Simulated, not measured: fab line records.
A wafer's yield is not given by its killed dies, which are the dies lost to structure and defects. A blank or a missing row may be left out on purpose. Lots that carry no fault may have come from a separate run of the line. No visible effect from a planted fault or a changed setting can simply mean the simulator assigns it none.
Comparing a struck lot with a sound one	flow n5_finfet	40 out of 1938 route steps
Sound: the wafers L596.2, L596.4, L596.6. Struck: wafer L600.4 (L600.1, L600.3, from the same lot, were not struck and are left out); the cause is given at the end.
Order at every step that has rows: each side's tool, ch and its chambers, its first start. Under that, the readings that differ: sound wafers	struck wafers	difference of the means	sigmas: that difference in standard deviations of wafers without a fault.
alike: same words and numbers on both sides, and readings whose means sit less than 2 such deviations apart. not compared: any withheld reading, any reading some wafer has no value for, any bound like >300 that may hide the same value, and any number with overlapping values for which the record gives no deviation.
Wherever a step has rows on one side only, a row that says differs or no value, or a row with sigmas, the two part there. When numbers do not overlap yet have no deviation, they are printed without sigmas and do not part them. Lack of a reading on every wafer of one side parts them only where that side has two or more wafers.

first, 9 steps without rows for these wafers: N5_BEOL_M4_ANNEAL_95 (time 240 s); N5_BEOL_M4_SPUTTER_96 (material Cu, target thk 4.5 nm, time 8.29 s); N5_BEOL_M4_ECD_50 (material Cu, target thk 300 nm); N5_BEOL_M4_ANNEAL_51 (time 90 s); N5_BEOL_M4_CMP_52 (polishes, stops on SiOC, t overpolish 6.8 s, target thk 40 nm); N5_BEOL_M4_PRE_CLEAN_60 (time 15 s); N5_BEOL_M4_CO_CAP_55 (material Co, precursor CCTBA/H2, target thk 2 nm, time 102.1 s); N5_BEOL_M4_PRE_CLEAN_56 (time 15 s); N5_BEOL_M4_DEP_57 (deposits SiCN from 3MS/NH3, target thk 8 nm, time 14 s).
N5_BEOL_M4_RC_MEAS_101:
  sound on prober-01 ch 0, day 10 05:07; struck on prober-02 ch 0, day 11 12:30
  alike: DIBL_N, DIBL_P, IOFF_N, IOFF_P, ION_N, ION_P, SS_N, SS_P, VT_N, VT_P
then, 24 steps without rows for these wafers: N5_BEOL_M5_ILD_DEP_00 (deposits SiCOH lowk from DEMS/porogen, target thk 140.64 nm, time 25.9 s); N5_BEOL_M5_CURE_79 (cures SiCOH lowk, time 240 s); N5_BEOL_M5_PECVD_70 (deposits SiO2 from TEOS/O2, target thk 16 nm, time 18 s); N5_BEOL_M5_HM_DEP_02 (deposits TiN, target thk 20 nm); N5_BEOL_M5_COAT_59 (time 60 s, resist thk 60 nm); N5_BEOL_M5_COAT_60 (time 60 s, resist thk 12 nm); N5_BEOL_M5_COAT_71 (time 60 s, resist thk 5 nm); N5_BEOL_M5_COAT_05 (resist thk 30 nm); N5_BEOL_M5_EBR_07; N5_BEOL_M5_SOFTBAKE_06 (time 60 s); N5_BEOL_M5_EXPOSE_08 (exposes mask M5, target cd 28 nm); N5_BEOL_M5_PEB_09 (peb time 60 s); N5_BEOL_M5_DEVELOP_10 (develop time 30 s); N5_BEOL_M5_DESCUM_16 (chemistry O2, time 7 s); N5_BEOL_M5_ETCH_72 (etches underlayer in N2/H2, target depth 6.5 nm, time 5.2 s); N5_BEOL_M5_ETCH_61 (etches SiARC in CF4, target depth 15.6 nm, time 26 s); N5_BEOL_M5_ETCH_62 (etches SOC in N2/H2, target depth 75 nm, overetch 15 nm, time 112.5 s); N5_BEOL_M5_STRIP_63 (strips in N2/H2); N5_BEOL_M5_STRIP_73 (strips in N2/H2); N5_BEOL_M5_STRIP_64 (strips in CF4); N5_BEOL_M5_HM_OPEN_17 (chemistry Cl2/BCl3, target TiN, target depth 20 nm, overetch 6 nm); N5_BEOL_M5_STRIP_19 (strips in O2); N5_BEOL_M5_COAT_65 (time 60 s, resist thk 60 nm); N5_BEOL_M5_COAT_66 (time 60 s, resist thk 12 nm).
N5_BEOL_M7_TRENCH_ETCH_37: etches SiCOH lowk in C4F6/O2, target depth 93.478 nm, time 31.2 s.
  sound on rie_diel-03 ch 0,2, day 11 10:31; struck on rie_diel-03 ch 0, day 12 17:07
reading	sound	struck	difference	sigmas
oes_product_au (a.u.)	0.74 0.98 0.74	1.03	+0.21	+2
model.etch.depth_nm (nm)	93.64 98.94 93.34	151.6	+56.3	
model.BEOL_M7.feature_depth_nm (nm)	93.6 99 93.4	151.6	+56.3	
model.TiN_of_BEOL_M7_HM_DEP_02.thk_nm (nm)	17.6 17.2 17.6	15.8	-1.7	
  alike: drypump_motor_current_A, rf_vpp_V, showerhead_plenum_p_Torr, throttle_valve_pct
  not compared: rf_hours_counter_h
N5_BEOL_M7_OCD_MEAS_38:
  sound on ocd-02 at day 11 10:41; struck on ocd-02 at day 12 17:16
reading	sound	struck	difference	sigmas
trench_depth_nm (nm)	93.6 98.9 93.3	151.2	+55.9	+29
N5_BEOL_M7_CMP_52: polishes, stops on SiCOH lowk, t overpolish 6.9 s, target thk 80 nm.
  sound on cmp-01 ch 0,2,3, day 11 12:55; struck on cmp-01 ch 3, day 12 21:40
reading	sound	struck	difference	sigmas
platen_rpm (rpm)	50.03 50.03 50.05	49.95	-0.09	-2
model.Cu_of_BEOL_M7_ECD_50.thk_nm (nm)	80.2 84.2 80.2	138.6	+57.1	
  alike: head_pressure_psi, motor_current_A, slurry_filter_dp_kPa, slurry_flow_ml_min
N5_BEOL_M7_THK_MEAS_53: measures by xrf.
  sound on film_metro-01 at day 11 13:08; struck on film_metro-02 at day 12 21:58
reading	sound	struck	difference	sigmas
M7_THK (nm)	80.8 84.8 81.1	140.5	+58.3	+29
N5_BEOL_M7_RS_MEAS_57: the measuring method here is four-point-probe.
  sound on film_metro-02 at day 11 13:16; struck on film_metro-01 at day 12 22:05
reading	sound	struck	difference	sigmas
M7_RS (ohm/sq)	0.284 0.269 0.285	0.153	-0.126	-15
-- the record jumps here: 4 days lie between the struck wafers' starts before and after (it left off in module BEOL_M7 and takes up again in module PASSIVATION, whose first step shown is number 1936 of the route) --
N5_PASSIVATION_PROBE_49:
  rows exist in the record for the struck wafers here (prober-01, day 16 10:18), but not for the sound ones

== WHERE THEY PART ==
Earliest at N5_BEOL_M7_TRENCH_ETCH_37; latest, in this record, at N5_PASSIVATION_PROBE_49.

WHY: what had been put in by the simulator
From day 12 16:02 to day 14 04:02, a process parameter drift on rie_diel-03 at N5_BEOL_M7_TRENCH_ETCH_37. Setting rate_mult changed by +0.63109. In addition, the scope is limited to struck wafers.
